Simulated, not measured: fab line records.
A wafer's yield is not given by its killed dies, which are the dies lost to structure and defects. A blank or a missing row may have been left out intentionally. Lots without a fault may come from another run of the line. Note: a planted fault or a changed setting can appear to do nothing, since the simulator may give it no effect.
fab line records	flow n5-finfet
record: lots: 7	wafers: 39
route steps=1938 shown ZERO_LAYER@11 FIN_SAQP@96 HKMG_FIN@433 BEOL_M0@748 BEOL_M2@841
start-h: hours from the record's opening day to when the first of the lot's shown wafers began	wait-h: hours since the lot's step before	" unchanged from the row above	L1.1+2: a row that stands for several wafers	- no value, or no start given	* or withheld: withheld	< > ~ a bound
route shown NAME@n: NAME is a module with steps in the file, n the number in the route of the first one	usual: mean/standard deviation taken from wafers without a fault	same: alike in all rows	chamber/n: place in a boat	sites: readings site by site	_std_site: how widely they spread, as a standard deviation	_edge_site: mean of outer sites minus mean of inner sites	radius-mm: for every site, how far away it sits from the centre of the wafer	mask NAME#n: copy n	behind: the tool/chamber that last shaped the wafer	hold: what put the lot on hold/how long, in hours/how the hold closed	device: which transistor (n, p or np) failed to switch	end of line: tests of these same wafers at the route's end	a step without rows: its recipe alone	killed: at the first sort, the dies lost to defects and structure; wafer yield is something else	map: per-die view of a wafer (x killed, . not killed, _ where there is no die)
set.NAME: setting as actually run; set.NAME@STEP: the setting as run at that earlier step	model.NAME: the simulator's own value behind a step, which no gauge read
lots with deliberately changed settings; one table per step, one row per wafer
== steps ==
step: N5_ZERO_LAYER_DEVELOP_10
recipe: develop-time-s: 60	rinse-liquid: diw	dry: air-spin	dev-temp-c: 21
lot.wafer	tool	chamber	start-h	wait-h	set.develop-time-s
L075.1+3+4	litho-track-02	0	-	-	60
L075.2+5+6	"	0	"	"	36.03
L076.1+2+3+4+5+6	litho-track-03	0	-	-	60
L084.1+4+6	litho-track-01	0	-	-	60
L084.2+3+5	"	0	"	"	79.82
L091.2+5+6	litho-track-03	0	-	-	60
L095.1+3+4	litho-track-03	0	-	-	60
L095.2+5+6	"	0	"	"	95.78
L096.1+4+6	litho-track-03	0	-	-	60
L096.2+3+5	"	0	"	"	76.83
L097.1+2+3+4+5+6	litho-track-03	0	-	-	60
step: N5_ZERO_LAYER_HARDBAKE_23
recipe: temp-c: 130	time-s: 120
step: N5_ZERO_LAYER_CD_MEAS_11
recipe: target-cd-nm: 2000	landing-energy-ev: 500	detector: se-inlens
usual: cd-nm: 2001.0/2.1
lot.wafer	tool	chamber	start-h	wait-h	set.develop-time-s@ZERO_LAYER_DEVELOP_10	cd-nm
L075.1	cd-sem-01	0	18.78	-	60	2001.2
L075.2	"	0	"	"	36.03	1988.7
L075.3	"	0	"	"	60	1999.5
L075.4	"	0	"	"	60	2003.2
L075.5	"	0	"	"	36.03	1993.4
L075.6	"	0	"	"	36.03	1989.4
L076.1	cd-sem-03	0	24.64	-	60	1998.5
L076.2	"	0	"	"	60	1996.2
L076.3	"	0	"	"	60	1996.3
L076.4	"	0	"	"	60	1995.2
L076.5	"	0	"	"	60	1997.1
L076.6	"	0	"	"	60	1996.2
L084.1	cd-sem-01	0	72.95	-	60	2000.1
L084.2	"	0	"	"	79.82	2006.8
L084.3	"	0	"	"	79.82	2007.0
L084.4	"	0	"	"	60	2004.3
L084.5	"	0	"	"	79.82	2005.9
L084.6	"	0	"	"	60	2002.8
L091.2	cd-sem-02	0	114.77	-	60	2002.2
L091.5	"	0	"	"	60	2001.9
L091.6	"	0	"	"	60	2001.3
L095.1	cd-sem-01	0	138.77	-	60	2001.2
L095.2	"	0	"	"	95.78	2010.1
L095.3	"	0	"	"	60	1999.8
L095.4	"	0	"	"	60	2001.2
L095.5	"	0	"	"	95.78	2009.1
L095.6	"	0	"	"	95.78	2010.1
L096.1	cd-sem-03	0	144.64	-	60	2002.6
L096.2	"	0	"	"	76.83	2007.8
L096.3	"	0	"	"	76.83	2005.7
L096.4	"	0	"	"	60	2004.0
L096.5	"	0	"	"	76.83	2006.3
L096.6	"	0	"	"	60	2001.5
L097.1	cd-sem-03	0	150.77	-	60	1998.8
L097.2	"	0	"	"	60	2000.4
L097.3	"	0	"	"	60	1999.0
L097.4	"	0	"	"	60	1999.6
L097.5	"	0	"	"	60	1999.4
L097.6	"	0	"	"	60	2000.2
step: N5_ZERO_LAYER_DESCUM_16
recipe: chemistry: O2	time-s: 7.9	source-power-w: 50	bias-power-w: 20	pressure-mtorr: 20	rf-frequency-hz: 2.712e+07	temp-c: 40	o2-flow-sccm: 225
lot.wafer	tool	chamber	start-h	wait-h	set.develop-time-s@ZERO_LAYER_DEVELOP_10	model.ZERO_LAYER.cd-nm
L075.1	rie-diel-02	1	18.98	0.2	60	2002
L075.2	"	0	"	"	36.03	1988
L075.3	"	2	"	"	60	1999
L075.4	"	3	"	"	60	2003
L075.5	"	3	"	"	36.03	1994
L075.6	"	0	"	"	36.03	1989
L076.1	rie-diel-02	1	24.93	0.3	60	1998
L076.2+3+6	"	0,2,0	"	"	60	1996
L076.4	"	3	"	"	60	1995
L076.5	"	1	"	"	60	1997
L084.1	rie-diel-02	2	72.99	0.0	60	2000
L084.2+3	"	3,0	"	"	79.82	2007
L084.4	"	1	"	"	60	2004
L084.5	"	3	"	"	79.82	2006
L084.6	"	0	"	"	60	2003
L091.2+5	rie-diel-06	2	114.81	0.0	60	2002
L091.6	"	1	"	"	60	2001
L095.1+4	rie-diel-06	1,0	138.80	0.0	60	2001
L095.2+6	"	3	"	"	95.78	2010
L095.3	"	2	"	"	60	2000
L095.5	"	2	"	"	95.78	2009
L096.1	rie-diel-06	0	144.68	0.0	60	2003
L096.2	"	2	"	"	76.83	2008
L096.3	"	3	"	"	76.83	2005
L096.4	"	1	"	"	60	2004
L096.5	"	2	"	"	76.83	2006
L096.6	"	3	"	"	60	2002
L097.1+3+4+5	rie-diel-05	1,0,3,2	150.81	0.0	60	1999
L097.2+6	"	2,3	"	"	60	2000
step: N5_FIN_SAQP_HM_DEP_03
recipe: material: SiNx	target-thk-a: 380	temp-c: 400	precursor: SiH4/NH3/N2	pressure-torr: 1.5	rf-w: 300	time-s: 33.6
lot.wafer	tool	chamber	start-h	wait-h	set.time-s	model.SiNx_of_FIN_SAQP_HM_DEP_03.thk-nm
L075.1	pecvd-02	1	27.82	0.2	40.58	45.22
L075.2	"	2	"	"	40.58	45.09
L075.3	"	0	"	"	33.6	37.47
L075.4	"	0	"	"	33.6	38.04
L075.5	"	1	"	"	33.6	38.27
L075.6	"	2	"	"	40.58	45.84
L076.1+6	pecvd-02	2,0	32.81	0.2	33.6	37.78
L076.2	"	1	"	"	33.6	37.7
L076.3	"	0	"	"	48.2	54.21
L076.4	"	2	"	"	48.2	54.86
L076.5	"	1	"	"	48.2	55.46
L084.1	pecvd-02	0	80.74	0.2	33.6	37.3
L084.2	"	1	"	"	44.36	49.97
L084.3	"	0	"	"	44.36	50.47
L084.4	"	1	"	"	44.36	50.12
L084.5	"	0	"	"	33.6	37.88
L084.6	"	1	"	"	33.6	38.19
L091.2	pecvd-02	2	122.74	0.2	33.6	37.25
L091.5	"	0	"	"	33.6	37.89
L091.6	"	1	"	"	33.6	38.56
L095.1	pecvd-01	2	147.07	0.2	33.6	37.96
L095.2	"	1	"	"	15.34	17.71
L095.3	"	0	"	"	15.34	16.94
L095.4	"	2	"	"	33.6	39.03
L095.5	"	1	"	"	15.34	17.76
L095.6	"	0	"	"	33.6	37.95
L096.1	pecvd-01	0	153.14	0.2	49.67	54.99
L096.2	"	2	"	"	49.67	55.56
L096.3	"	1	"	"	33.6	37.86
L096.4	"	1	"	"	33.6	38.46
L096.5	"	2	"	"	33.6	38.78
L096.6	"	0	"	"	49.67	56.14
L097.1	pecvd-01	2	159.24	0.2	24.53	27.92
L097.2	"	0	"	"	33.6	37.14
L097.3	"	1	"	"	33.6	37.55
L097.4	"	1	"	"	33.6	38.34
L097.5	"	2	"	"	24.53	28.2
L097.6	"	0	"	"	24.53	27.05
step: N5_FIN_SAQP_THK_MEAS_05
usual: thk-nm: 37.9/0.48
lot.wafer	tool	chamber	start-h	wait-h	set.time-s@FIN_SAQP_HM_DEP_03	thk-nm
L075.1	film-metro-01	-	27.91	0.1	40.58	45.2
L075.2	"	-	"	"	40.58	45.1
L075.3	"	-	"	"	33.6	37.4
L075.4	"	-	"	"	33.6	38.1
L075.5	"	-	"	"	33.6	38.3
L075.6	"	-	"	"	40.58	45.8
L076.1	film-metro-02	-	32.89	0.1	33.6	37.8
L076.2	"	-	"	"	33.6	37.8
L076.3	"	-	"	"	48.2	54.2
L076.4	"	-	"	"	48.2	54.8
L076.5	"	-	"	"	48.2	55.4
L076.6	"	-	"	"	33.6	37.8
L084.1	film-metro-01	-	80.86	0.1	33.6	37.3
L084.2	"	-	"	"	44.36	50.0
L084.3	"	-	"	"	44.36	50.5
L084.4	"	-	"	"	44.36	50.1
L084.5	"	-	"	"	33.6	37.9
L084.6	"	-	"	"	33.6	38.2
L091.2	film-metro-02	-	122.83	0.1	33.6	37.2
L091.5	"	-	"	"	33.6	37.9
L091.6	"	-	"	"	33.6	38.5
L095.1	film-metro-02	-	147.15	0.1	33.6	38.0
L095.2	"	-	"	"	15.34	17.6
L095.3	"	-	"	"	15.34	17.0
L095.4	"	-	"	"	33.6	39.0
L095.5	"	-	"	"	15.34	17.8
L095.6	"	-	"	"	33.6	37.9
L096.1	film-metro-02	-	153.22	0.1	49.67	55.0
L096.2	"	-	"	"	49.67	55.5
L096.3	"	-	"	"	33.6	37.8
L096.4	"	-	"	"	33.6	38.4
L096.5	"	-	"	"	33.6	38.8
L096.6	"	-	"	"	49.67	56.2
L097.1	film-metro-02	-	159.33	0.1	24.53	27.9
L097.2	"	-	"	"	33.6	37.1
L097.3	"	-	"	"	33.6	37.5
L097.4	"	-	"	"	33.6	38.4
L097.5	"	-	"	"	24.53	28.2
L097.6	"	-	"	"	24.53	27.0
step: N5_FIN_SAQP_PECVD_47
recipe: material: a-Si	target-thk-a: 450	temp-c: 400	precursor: SiH4/He	pressure-torr: 3	rf-w: 100	time-s: 36.3
step: N5_FIN_SAQP_PECVD_48
recipe: material: SiNx	target-thk-a: 250	temp-c: 400	precursor: SiH4/NH3/N2	pressure-torr: 1.5	rf-w: 300	time-s: 22.1
step: N5_FIN_SAQP_MANDREL2_REMOVE_60
recipe: chemistry: HBr/Cl2/O2	bt-time-s: 10	target: a-Si	stop-on: SiNx	endpoint: OES-SiCl	over-etch-frac: 1	icp-w: 600	bias-w: 22	HBr_flow_sccm: 150	Cl2_flow_sccm: 80	O2_flow_sccm: 5	pressure-mtorr: 10
step: N5_FIN_SAQP_HM_OPEN_33
recipe: chemistry: CH3F/O2	target: SiNx	mask-material: SiO2	target-depth-a: 494	time-s: 70.6	pressure-mtorr: 30	source-w: 395	bias-w: 73	Ar_flow_sccm: 150	CH3F_flow_sccm: 30	O2_flow_sccm: 20	ion-energy-ev: 120	ends: cleared
usual: etch-rf-on-time-s: 69.1/1.3
lot.wafer	tool	chamber	start-h	wait-h	set.time-s@FIN_SAQP_HM_DEP_03	etch-rf-on-time-s	model.etch.depth-nm
L075.1	rie-diel-01	0	33.47	0.1	40.58	83.0	44.38
L075.2	"	3	"	"	40.58	85.3	44.46
L075.3	"	1	"	"	33.6	67.9	36.85
L075.4	"	2	"	"	33.6	68.2	37.32
L075.5	"	3	"	"	33.6	72.3	37.64
L075.6	"	2	"	"	40.58	83.2	45.21
L076.1	rie-diel-01	2	37.52	0.1	33.6	68.2	37.15
L076.2	"	3	"	"	33.6	70.9	37
L076.3	"	0	"	"	48.2	99.2	53.4
L076.4	"	1	"	"	48.2	100.2	54.19
L076.5	"	0	"	"	48.2	100.8	54.64
L076.6	"	3	"	"	33.6	71.0	37.11
L084.1	rie-diel-01	1	86.31	0.0	33.6	66.7	36.67
L084.2	"	0	"	"	44.36	90.7	49.16
L084.3	"	2	"	"	44.36	90.7	49.77
L084.4	"	3	"	"	44.36	90.8	49.46
L084.5	"	1	"	"	33.6	67.5	37.07
L084.6	"	2	"	"	33.6	68.6	37.5
L091.2	rie-diel-01	0	128.09	0.1	33.6	67.4	36.52
L091.5	"	3	"	"	33.6	67.3	37.05
L091.6	"	0	"	"	33.6	69.7	37.84
L095.1	rie-diel-01	0	151.57	0.0	33.6	68.6	37.14
L095.2	"	1	"	"	15.34	30.9	17.04
L095.3	"	3	"	"	15.34	29.7	16.24
L095.4	"	2	"	"	33.6	70.7	38.4
L095.5	"	2	"	"	15.34	31.1	16.95
L095.6	"	1	"	"	33.6	68.0	37.29
L096.1	rie-diel-03	1	157.76	0.0	49.67	103.8	54.36
L096.2	"	0	"	"	49.67	102.6	54.9
L096.3	"	2	"	"	33.6	68.7	37.05
L096.4	"	3	"	"	33.6	71.6	37.76
L096.5	"	1	"	"	33.6	71.5	38.15
L096.6	"	0	"	"	49.67	102.7	55.47
L097.1	rie-diel-03	3	164.11	0.0	24.53	51.3	27.29
L097.2	"	0	"	"	33.6	66.9	36.38
L097.3	"	2	"	"	33.6	67.1	36.92
L097.4	"	1	"	"	33.6	70.2	37.71
L097.5	"	2	"	"	24.53	50.0	27.57
L097.6	"	1	"	"	24.53	49.4	26.3
step: N5_FIN_SAQP_ETCH_34
recipe: chemistry: C4F6/O2	target: SiO2	target-depth-a: 450	time-s: 15	ion-energy-ev: 250	pressure-mtorr: 30	source-w: 345	bias-w: 185	Ar_flow_sccm: 300	C4F6_flow_sccm: 10	O2_flow_sccm: 10	ends: cleared
step: N5_FIN_SAQP_STRIP_77
recipe: chemistry: N2/H2	time-s: 90	power-w: 100	temp-c: 40	pressure-mtorr: 100	rf-frequency-hz: 6e+07	bias-power-w: 3	n2-flow-sccm: 300	h2-flow-sccm: 300
step: N5_FIN_SAQP_ETCH_64
recipe: chemistry: CF4	target: SiO2	target-depth-a: 15	ion-energy-ev: 350	pressure-mtorr: 10	icp-w: 800	bias-w: 400	cf4-flow-sccm: 80
step: N5_FIN_SAQP_FIN_ETCH_36
recipe: chemistry: HBr/Cl2/O2	target-depth-a: 1200	mask-material: SiNx	time-s: 50.4	bias-w: 102	pressure-mtorr: 10	icp-w: 800	HBr_flow_sccm: 150	Cl2_flow_sccm: 80	O2_flow_sccm: 12
lot.wafer	tool	chamber	start-h	wait-h	set.time-s@FIN_SAQP_HM_DEP_03	model.SiNx_of_FIN_SAQP_HM_DEP_03.thk-nm
L075.1	rie-si-03	0	33.76	0.0	40.58	28
L075.2	"	1	"	"	40.58	28.6
L075.3	"	3	"	"	33.6	20.2
L075.4	"	2	"	"	33.6	21.2
L075.5	"	0	"	"	33.6	21.4
L075.6	"	3	"	"	40.58	28.8
L076.1	rie-si-03	0	37.80	0.0	33.6	20.8
L076.2	"	1	"	"	33.6	21.2
L076.3	"	3	"	"	48.2	37
L076.4+5	"	2,3	"	"	48.2	38.2
L076.6	"	0	"	"	33.6	21
L084.1	rie-si-03	1	86.59	0.0	33.6	20.8
L084.2	"	3	"	"	44.36	33
L084.3	"	2	"	"	44.36	33.8
L084.4	"	0	"	"	44.36	33.4
L084.5	"	0	"	"	33.6	21
L084.6	"	1	"	"	33.6	21.6
L091.2	rie-si-03	1	128.37	0.0	33.6	20.6
L091.5	"	0	"	"	33.6	20.8
L091.6	"	3	"	"	33.6	21.4
L095.1	rie-si-01	3	151.85	0.0	33.6	21.2
L095.2	"	1	"	"	15.34	1.2
L095.3	"	0	"	"	15.34	0.2
L095.4	"	2	"	"	33.6	22.2
L095.5	"	2	"	"	15.34	0.8
L095.6	"	3	"	"	33.6	21.4
L096.1	rie-si-02	2	158.05	0.0	49.67	38.2
L096.2	"	3	"	"	49.67	38.4
L096.3	"	1	"	"	33.6	20.6
L096.4	"	0	"	"	33.6	21.2
L096.5	"	0	"	"	33.6	21.6
L096.6	"	3	"	"	49.67	39
L097.1	rie-si-01	1	164.40	0.0	24.53	11.2
L097.2	"	0	"	"	33.6	20.2
L097.3	"	3	"	"	33.6	21
L097.4	"	2	"	"	33.6	21.4
L097.5	"	2	"	"	24.53	11.4
L097.6	"	3	"	"	24.53	10.2
step: N5_HKMG_FIN_DESCUM_17
recipe: chemistry: O2	time-s: 7.9	source-power-w: 50	bias-power-w: 20	pressure-mtorr: 20	rf-frequency-hz: 2.712e+07	temp-c: 40	resist: CAR-ArF	o2-flow-sccm: 225
lot.wafer	tool	chamber	start-h	wait-h	set.time-s	model.CAR-ArF_of_HKMG_FIN_COAT_06.thk-nm
L075.1+5	rie-diel-03	3,0	81.36	0.0	3.303	86.6
L075.2+4	"	0,1	"	"	7.9	83.8
L075.3	"	2	"	"	7.9	83.6
L075.6	"	3	"	"	3.303	86.4
L076.1+5	rie-diel-03	1,3	88.71	0.0	10.59	81.8
L076.2	"	0	"	"	7.9	83.6
L076.3	"	3	"	"	7.9	83.4
L076.4	"	2	"	"	10.59	82
L076.6	"	2	"	"	7.9	83.8
L084.1+6	rie-diel-01	0,1	136.35	0.0	10.76	81.8
L084.2	"	2	"	"	10.76	82
L084.3+4+5	"	3,1,0	"	"	7.9	83.4
L091.2+5	rie-diel-04	2,0	178.22	0.0	7.9	84
L091.6	"	3	"	"	7.9	83.8
L095.1	rie-diel-01	2	201.79	0.0	7.9	83.6
L095.2+3	"	0,1	"	"	7.9	83.2
L095.4	"	1	"	"	4.95	85.2
L095.5+6	"	0,2	"	"	4.95	85
L096.1	rie-diel-01	3	208.00	0.0	5.471	85.2
L096.2+4	"	1,2	"	"	5.471	85
L096.3	"	0	"	"	7.9	84
L096.5+6	"	0,1	"	"	7.9	83.6
L097.1	rie-diel-01	1	212.76	0.0	3.892	86
L097.2	"	0	"	"	7.9	83.4
L097.3+6	"	2	"	"	7.9	83.6
L097.4	"	3	"	"	3.892	85.8
L097.5	"	3	"	"	3.892	86.2
step: N5_HKMG_FIN_ETCH_31
recipe: chemistry: CF4	target: SiARC	target-depth-a: 455	mask-material: CAR-ArF	time-s: 75.8	ion-energy-ev: 80	pressure-mtorr: 40	source-w: 545	bias-w: 36	Ar_flow_sccm: 100	cf4-flow-sccm: 100	ends: cleared
lot.wafer	tool	chamber	start-h	wait-h	set.time-s@HKMG_FIN_DESCUM_17	model.CAR-ArF_of_HKMG_FIN_COAT_06.thk-nm
L075.1+5	rie-diel-03	3,0	81.40	0.0	3.303	54
L075.2+3+4	"	0,2,1	"	"	7.9	51
L075.6	"	3	"	"	3.303	53.8
L076.1	rie-diel-03	1	88.75	0.0	10.59	49.2
L076.2	"	0	"	"	7.9	51
L076.3	"	3	"	"	7.9	50.8
L076.4	"	2	"	"	10.59	49.4
L076.5	"	3	"	"	10.59	49
L076.6	"	2	"	"	7.9	51.4
L084.1+6	rie-diel-01	0,1	136.38	0.0	10.76	49.2
L084.2	"	2	"	"	10.76	49.4
L084.3+4	"	3,1	"	"	7.9	50.8
L084.5	"	0	"	"	7.9	51
L091.2	rie-diel-04	2	178.25	0.0	7.9	51.6
L091.5	"	0	"	"	7.9	51.4
L091.6	"	3	"	"	7.9	51
L095.1	rie-diel-01	2	201.83	0.0	7.9	51
L095.2+3	"	0,1	"	"	7.9	50.8
L095.4	"	1	"	"	4.95	52.8
L095.5	"	0	"	"	4.95	52.4
L095.6	"	2	"	"	4.95	52.6
L096.1+2+4	rie-diel-01	3,1,2	208.03	0.0	5.471	52.6
L096.3	"	0	"	"	7.9	51.4
L096.5	"	0	"	"	7.9	51.2
L096.6	"	1	"	"	7.9	51
L097.1	rie-diel-01	1	212.80	0.0	3.892	53.4
L097.2	"	0	"	"	7.9	50.6
L097.3+6	"	2	"	"	7.9	51
L097.4	"	3	"	"	3.892	53.2
L097.5	"	3	"	"	3.892	53.6
step: N5_BEOL_M0_DEP_125
recipe: material: SiCN	target-thk-a: 80	temp-c: withheld	precursor: 3MS/NH3	pressure-torr: 3	rf-w: 202	time-s: 14
lot.wafer	tool	chamber	start-h	wait-h	set.time-s	model.SiCN_of_BEOL_M0_DEP_125.thk-nm
L075.1+6	pecvd-02	2,1	128.05	0.0	14	7.8
L075.2+5	"	0	"	"	10.07	5.6
L075.3	"	1	"	"	14	7.6
L075.4	"	2	"	"	10.07	5.8
L076.1	pecvd-02	1	132.68	0.0	14	7.6
L076.2	"	0	"	"	16.9	9.4
L076.3	"	2	"	"	14	8
L076.4+5	"	0,1	"	"	16.9	9.6
L076.6	"	2	"	"	14	7.8
L084.1	pecvd-03	1	180.31	0.0	11.4	6.4
L084.2+5	"	2	"	"	11.4	6.6
L084.3+4	"	0,1	"	"	14	8
L084.6	"	0	"	"	14	8.2
L091.2+5	pecvd-03	0	219.49	0.0	14	8
L091.6	"	2	"	"	14	7.8
L095.1+2+4+5+6	pecvd-01	1,0,2,0,1	240.21	0.0	14	8
L095.3	"	2	"	"	14	8.2
L096.1	pecvd-02	1	258.02	0.0	14	7.8
L096.2+3+6	"	0,2,1	"	"	14	8
L096.4+5	"	2,0	"	"	14	8.2
L097.1+3+4	pecvd-01	2,1,1	262.55	0.0	14	8
L097.2+5+6	"	0,2,0	"	"	14	8.2
step: N5_BEOL_M2_ILD_DEP_00
recipe: material: SiOC	target-thk-a: 790	temp-c: 350	precursor: DEMS/O2	pressure-torr: 5	rf-w: 500	time-s: 15.3
lot.wafer	tool	chamber	start-h	wait-h	set.target-thk-a	model.SiOC_of_BEOL_M2_ILD_DEP_00.thk-nm
L075.1+3	pecvd-04	0,1	135.95	0.0	408	39.2
L075.2	"	2	"	"	790	77.4
L075.4	"	2	"	"	408	40
L075.5	"	1	"	"	790	78.6
L075.6	"	0	"	"	790	78.8
L076.1	pecvd-02	0	144.03	0.0	790	78.4
L076.2	"	1	"	"	790	78
L076.3	"	2	"	"	790	76.4
L076.4	"	2	"	"	790	76.8
L076.5	"	0	"	"	790	79
L076.6	"	1	"	"	790	80
L084.1	pecvd-04	2	208.22	0.0	643.2	64.2
L084.2	"	1	"	"	790	77.8
L084.3	"	0	"	"	790	77
L084.4	"	2	"	"	643.2	64.6
L084.5	"	1	"	"	790	80.2
L084.6	"	0	"	"	643.2	63.6
L091.2	pecvd-02	2	228.85	0.0	790	78.2
L091.5	"	2	"	"	790	79
L091.6	"	1	"	"	790	79.8
L095.1	pecvd-02	1	269.76	0.0	1094	108.4
L095.2	"	2	"	"	790	77
L095.3	"	0	"	"	1094	108.8
L095.4	"	2	"	"	1094	109.2
L095.5	"	0	"	"	790	79.2
L095.6	"	1	"	"	790	79.8
L096.1	pecvd-04	1	272.44	0.0	790	78.6
L096.2+5	"	2	"	"	790	78.8
L096.3	"	0	"	"	790	77.6
L096.4	"	0	"	"	790	79.4
L096.6	"	1	"	"	790	80
L097.1	pecvd-02	2	273.24	0.0	790	77.2
L097.2	"	1	"	"	462.2	45.6
L097.3	"	0	"	"	790	78.6
L097.4	"	0	"	"	790	79.6
L097.5	"	2	"	"	462.2	45
L097.6	"	1	"	"	462.2	46.4
step: N5_BEOL_M2_THK_MEAS_01
recipe: reads: SiOC_of_BEOL_M2_ILD_DEP_00
usual: M2_ILD_THK: 78.8/1.1
lot.wafer	tool	chamber	start-h	wait-h	set.target-thk-a@BEOL_M2_ILD_DEP_00	M2_ILD_THK[nm]
L075.1	film-metro-01	-	136.01	0.0	408	39.3
L075.2	"	-	"	"	790	77.4
L075.3	"	-	"	"	408	39.2
L075.4	"	-	"	"	408	40.0
L075.5	"	-	"	"	790	78.6
L075.6	"	-	"	"	790	78.8
L076.1	film-metro-02	-	144.10	0.0	790	78.5
L076.2	"	-	"	"	790	78.0
L076.3	"	-	"	"	790	76.4
L076.4	"	-	"	"	790	76.8
L076.5	"	-	"	"	790	78.9
L076.6	"	-	"	"	790	79.9
L084.1	film-metro-01	-	208.29	0.0	643.2	64.3
L084.2	"	-	"	"	790	77.9
L084.3	"	-	"	"	790	77.1
L084.4	"	-	"	"	643.2	64.6
L084.5	"	-	"	"	790	80.2
L084.6	"	-	"	"	643.2	63.7
L091.2	film-metro-02	-	228.92	0.1	790	78.3
L091.5	"	-	"	"	790	79.0
L091.6	"	-	"	"	790	79.9
L095.1	film-metro-02	-	269.83	0.0	1094	108.5
L095.2	"	-	"	"	790	76.9
L095.3	"	-	"	"	1094	108.8
L095.4	"	-	"	"	1094	109.1
L095.5	"	-	"	"	790	79.3
L095.6	"	-	"	"	790	79.7
L096.1	film-metro-02	-	272.51	0.0	790	78.7
L096.2	"	-	"	"	790	78.9
L096.3	"	-	"	"	790	77.7
L096.4	"	-	"	"	790	79.3
L096.5	"	-	"	"	790	78.8
L096.6	"	-	"	"	790	80.0
L097.1	film-metro-02	-	273.30	0.0	790	77.3
L097.2	"	-	"	"	462.2	45.5
L097.3	"	-	"	"	790	78.7
L097.4	"	-	"	"	790	79.6
L097.5	"	-	"	"	462.2	44.9
L097.6	"	-	"	"	462.2	46.4
== key ==
split: step: N5_ZERO_LAYER_DEVELOP_10	setting: develop-time-s	stated: 60	by: wafer
response: step: N5_ZERO_LAYER_CD_MEAS_11	reading: cd-nm	change: +0.173	per: 1%	r: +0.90
response: step: N5_ZERO_LAYER_DESCUM_16	reading: model.ZERO_LAYER.cd-nm	change: +0.173	per: 1%	r: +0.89
split: step: N5_FIN_SAQP_HM_DEP_03	setting: time-s	stated: 33.6	by: wafer
response: step: N5_FIN_SAQP_HM_DEP_03	reading: model.SiNx_of_FIN_SAQP_HM_DEP_03.thk-nm	change: +0.378	per: 1%	r: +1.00
response: step: N5_FIN_SAQP_THK_MEAS_05	reading: thk-nm	change: *	per: 1%	r: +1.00
response: step: N5_FIN_SAQP_HM_OPEN_33	reading: etch-rf-on-time-s	change: *	per: 1%	r: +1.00
response: step: N5_FIN_SAQP_HM_OPEN_33	reading: model.etch.depth-nm	change: +0.378	per: 1%	r: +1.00
response: step: N5_FIN_SAQP_FIN_ETCH_36	reading: model.SiNx_of_FIN_SAQP_HM_DEP_03.thk-nm	shape: bent	at-lowest: 0.7333	at-stated: 21.09	at-highest: 38.53
split: step: N5_HKMG_FIN_DESCUM_17	setting: time-s	stated: 7.9	by: wafer
response: step: N5_HKMG_FIN_DESCUM_17	reading: model.CAR-ArF_of_HKMG_FIN_COAT_06.thk-nm	change: -0.0472	per: 1%	r: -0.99
response: step: N5_HKMG_FIN_ETCH_31	reading: model.CAR-ArF_of_HKMG_FIN_COAT_06.thk-nm	change: -0.0491	per: 1%	r: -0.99
split: step: N5_BEOL_M0_DEP_125	setting: time-s	stated: 14	by: wafer
response: step: N5_BEOL_M0_DEP_125	reading: model.SiCN_of_BEOL_M0_DEP_125.thk-nm	change: +0.0784	per: 1%	r: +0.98
split: step: N5_BEOL_M2_ILD_DEP_00	setting: target-thk-a	stated: 790	by: wafer
response: step: N5_BEOL_M2_ILD_DEP_00	reading: model.SiOC_of_BEOL_M2_ILD_DEP_00.thk-nm	change: +0.792	per: 1%	r: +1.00
response: step: N5_BEOL_M2_THK_MEAS_01	reading: M2_ILD_THK	change: +0.793	per: 1%	r: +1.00
